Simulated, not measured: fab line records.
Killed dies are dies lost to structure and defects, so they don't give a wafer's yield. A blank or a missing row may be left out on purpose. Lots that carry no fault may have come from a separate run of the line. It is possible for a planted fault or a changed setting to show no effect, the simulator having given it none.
Lot-split experiment ; flow n5 finfet ; on a route of 1938 steps: 7 lots, 21 wafers read

THE SPLIT
At N5_BEOL_M5_DESCUM_16 (chemistry O2, time 7 s), the setting time s was moved away from the recipe's 7 s on 6 of the 21 wafers read, by -21.1% to +22.3%. All remaining wafers had this setting at the recipe value.

Reading taken at the split's own step.

THE READING
CAR-EUV_of_BEOL_M5_COAT_05.thk nm (the simulator's own value, which no gauge read), in nm, at N5_BEOL_M5_DESCUM_16 (chemistry O2, time 7 s). The file gives no usual value for it. Here, 15 wafers ran the recipe; their average is 26.1 nm with a standard deviation of 0.098 nm.

wafer;tool, chamber at the split;time s as run, s;against the recipe;CAR-EUV_of_BEOL_M5_COAT_05.thk nm, nm;against lot-mates on the recipe
L075.2;rie diel-03, 0;7;recipe;26.2;-
L075.5;rie diel-03, 3;7;recipe;26.2;-
L075.6;rie diel-03, 2;8.562;+22.3%;25.4;-0.8
L081.2;rie diel-03, 1;6.531;-6.7%;26.4;+0.2
L081.3;rie diel-03, 2;7;recipe;26.2;-
L081.6;rie diel-03, 3;6.531;-6.7%;26.4;+0.2
L083.1;rie diel-01, 1;7;recipe;26.2;-
L083.4;rie diel-01, 3;5.526;-21.1%;27;+0.8
L083.5;rie diel-01, 1;5.526;-21.1%;27;+0.8
L085.2;rie diel-03, 3;7;recipe;26;-
L085.5;rie diel-03, 3,0;7;recipe;26.2;-
L085.6;rie diel-03, 3,0;7;recipe;26.2;-
L087.3;rie diel-04, 0;7;recipe;26;-
L087.5;rie diel-04, 0,3;7;recipe;26;-
L087.6;rie diel-04, 0,3;7;recipe;26;-
L094.3;rie diel-03, 2,0;7;recipe;26;-
L094.6;rie diel-03, 2,0;7;recipe;26;-
L094.5;rie diel-03, 1;7;recipe;26;-
L095.1;rie diel-03, 0;8.252;+17.9%;25.4;-0.6
L095.4;rie diel-03, 1;7;recipe;26;-
L095.5;rie diel-03, 2;7;recipe;26;-
Where a row lists several chambers, the file gives one row for several wafers and doesn't say which wafer went through which chamber.

FIT RESULTS
A straight line over all 21 wafers: CAR-EUV_of_BEOL_M5_COAT_05.thk nm changes by -0.039 nm for each +1% of time s; r = -0.97; the points scatter about the line by 0.1 nm.
The same after taking each lot's own level away (the mean of its wafers on the recipe; 21 wafers): -0.0362 nm for each +1%; r = -0.99; scatter 0.043 nm.
According to that fit, moving time s by its largest amount changes the reading by 0.81 nm.
The lots' own levels span 26.00 to 26.20 nm, that is 2.0 times the standard deviation above.
The two slopes are in agreement: the lot-to-lot level therefore moves the slope only a little.
Check: with one of the wafers moved furthest among these (+22.3%) left out of the fit, the line predicts -0.808 nm for it against its lot-mates. It came out at -0.8 nm against them.

FURTHER SPLITS ON THESE WAFERS
Before the reading, these wafers also passed through other splits. Each is held against what the fit with the lots' levels taken away leaves over:
other split on the same wafers;wafers away from the commonest value;r with CAR-EUV_of_BEOL_M5_COAT_05.thk nm (lot level and that fit taken away)
N5_BEOL_M2_EXPOSE_08 dose mj;7;+0.14
N5_BEOL_M2_ETCH_69 bias w;8;+0.16
N5_BEOL_M2_ALD_98 ald cycles;7;+0.13
N5_BEOL_M3_ILD_DEP_00 time s;7;+0.00
N5_BEOL_M5_EXPOSE_08 dose mj;8;-0.07

FILE'S OWN FIT
CAR-EUV_of_BEOL_M5_COAT_05.thk nm changes by -0.0358 nm for each +1% of time s, r = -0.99.
